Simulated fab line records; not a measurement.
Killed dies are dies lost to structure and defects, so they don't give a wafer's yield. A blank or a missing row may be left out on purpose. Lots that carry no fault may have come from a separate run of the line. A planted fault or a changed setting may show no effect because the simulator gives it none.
A struck lot beside a sound one || flow n5_finfet || 37 steps out of a route of 1938
Sound: the wafers L592.1, L592.3, L592.6. Struck: wafer L581.4. (L581.5 of the same lot was not struck and is left out.) The cause comes at the end.
Order at every step that has rows: each side's tool, ch and its chambers, its first start. Under that, the readings that differ: sound wafers || struck wafers || difference of the means || sigmas: that difference in standard deviations of wafers without a fault.
alike: same words and numbers on both sides, and readings whose means sit less than 2 such deviations apart. not compared: any withheld reading, any reading some wafer has no value for, any bound like >300 that may hide the same value, and any number with overlapping values for which the record gives no deviation.
A row with sigmas, a row that says differs or no value, or rows on one side alone: a step with any of these is where the two part. Non-overlapping numbers with no deviation appear without sigmas and do not part them. A reading that every wafer of one side lacks parts them only if that side has two wafers or more.

first, 9 steps without rows for these wafers: N5_BEOL_M1_ANNEAL_95 (time 240 s); N5_BEOL_M1_SPUTTER_96 (material Cu, target thk 4.5 nm, time 8.29 s); N5_BEOL_M1_ECD_50 (material Cu, target thk 300 nm); N5_BEOL_M1_ANNEAL_51 (time 90 s); N5_BEOL_M1_CMP_52 (polishes, stops on SiOC, t overpolish 6.8 s, target thk 40 nm); N5_BEOL_M1_PRE_CLEAN_60 (time 15 s); N5_BEOL_M1_CO_CAP_55 (material Co, precursor CCTBA/H2, target thk 2 nm, time 102.1 s); N5_BEOL_M1_PRE_CLEAN_56 (time 15 s); N5_BEOL_M1_DEP_57 (deposits SiCN from 3MS/NH3, target thk 8 nm, time 14 s).
N5_BEOL_M2_ILD_DEP_00: deposits SiOC from DEMS/O2, target thk 79 nm, time 15.3 s.
  sound on pecvd-03 ch 1,2, day 10 19:10; struck on pecvd-03 ch 0, day 7 07:05
{"reading": "model.SiOC_of_BEOL_M2_ILD_DEP_00.thk_nm (nm)", "sound": "77.6 77.8 79.4", "struck": 83.4, "difference": "+5.1", "sigmas": ""}
  alike: heater_power_w, showerhead_plenum_p_Torr, throttle_valve_pct
N5_BEOL_M2_THK_MEAS_01:
  struck on film_metro-02, day 7 07:08; sound on film_metro-02, day 10 19:14
{"reading": "M2_ILD_THK (nm)", "sound": "77.6 77.9 79.5", "struck": 83.2, "difference": "+4.9", "sigmas": "+5"}
then, 24 steps without rows for these wafers: N5_BEOL_M2_PECVD_72 (deposits SiO2 from TEOS/O2, target thk 16 nm, time 18 s); N5_BEOL_M2_HM_DEP_02 (deposits TiN, target thk 20 nm); N5_BEOL_M2_COAT_61 (time 60 s, resist thk 60 nm); N5_BEOL_M2_COAT_62 (time 60 s, resist thk 12 nm); N5_BEOL_M2_COAT_73 (time 60 s, resist thk 5 nm); N5_BEOL_M2_COAT_05 (resist thk 30 nm); N5_BEOL_M2_EBR_07; N5_BEOL_M2_SOFTBAKE_06 (time 60 s); N5_BEOL_M2_EXPOSE_08 (exposes mask M2); N5_BEOL_M2_PEB_09 (peb time 60 s); N5_BEOL_M2_DEVELOP_10 (develop time 30 s); N5_BEOL_M2_DESCUM_16 (chemistry O2, time 7 s); N5_BEOL_M2_ETCH_74 (etches underlayer in N2/H2, target depth 6.5 nm, time 5.2 s); N5_BEOL_M2_ETCH_63 (etches SiARC in CF4, target depth 15.6 nm, time 26 s); N5_BEOL_M2_ETCH_64 (etches SOC in N2/H2, target depth 75 nm, overetch 22.5 nm, time 121.9 s); N5_BEOL_M2_STRIP_65 (strips in N2/H2); N5_BEOL_M2_STRIP_75 (strips in N2/H2); N5_BEOL_M2_STRIP_66 (strips in CF4); N5_BEOL_M2_HM_OPEN_17 (chemistry Cl2/BCl3, target TiN, target depth 20 nm, overetch 6 nm); N5_BEOL_M2_STRIP_19 (strips in O2); N5_BEOL_M2_COAT_67 (time 60 s, resist thk 60 nm); N5_BEOL_M2_COAT_68 (time 60 s, resist thk 12 nm); N5_BEOL_M2_COAT_76 (time 60 s, resist thk 5 nm); N5_BEOL_M2_COAT_22 (resist thk 30 nm).
N5_BEOL_M2_CMP_52: polishes, stops on SiOC, t overpolish 6.8 s, target thk 40 nm.
  sound on cmp-04 ch 0,1,3, day 11 06:53; struck on cmp-02 ch 3, day 7 20:02
{"reading": "model.SiOC_of_BEOL_M2_ILD_DEP_00.thk_nm (nm)", "sound": "74.6 74.8 76.4", "struck": 80.4, "difference": "+5.1", "sigmas": ""}
  alike: barrier_field_endpoint_s, motor_current_A, overpolish_run_s, time_to_endpoint_s
N5_BEOL_M4_RC_MEAS_101:
  sound on prober-02 ch 0, day 12 11:05; struck on prober-02 ch 0, day 8 18:22
  alike: DIBL_N, DIBL_P, IOFF_N, IOFF_P, ION_N, ION_P, SS_N, SS_P, VT_N, VT_P

== WHERE THEY PART ==
At N5_BEOL_M2_THK_MEAS_01 and nowhere else, as far as this record goes. Later steps at which nothing parts them and some readings are alike: N5_BEOL_M2_CMP_52, N5_BEOL_M4_RC_MEAS_101.

WHY: what had been put in by the simulator
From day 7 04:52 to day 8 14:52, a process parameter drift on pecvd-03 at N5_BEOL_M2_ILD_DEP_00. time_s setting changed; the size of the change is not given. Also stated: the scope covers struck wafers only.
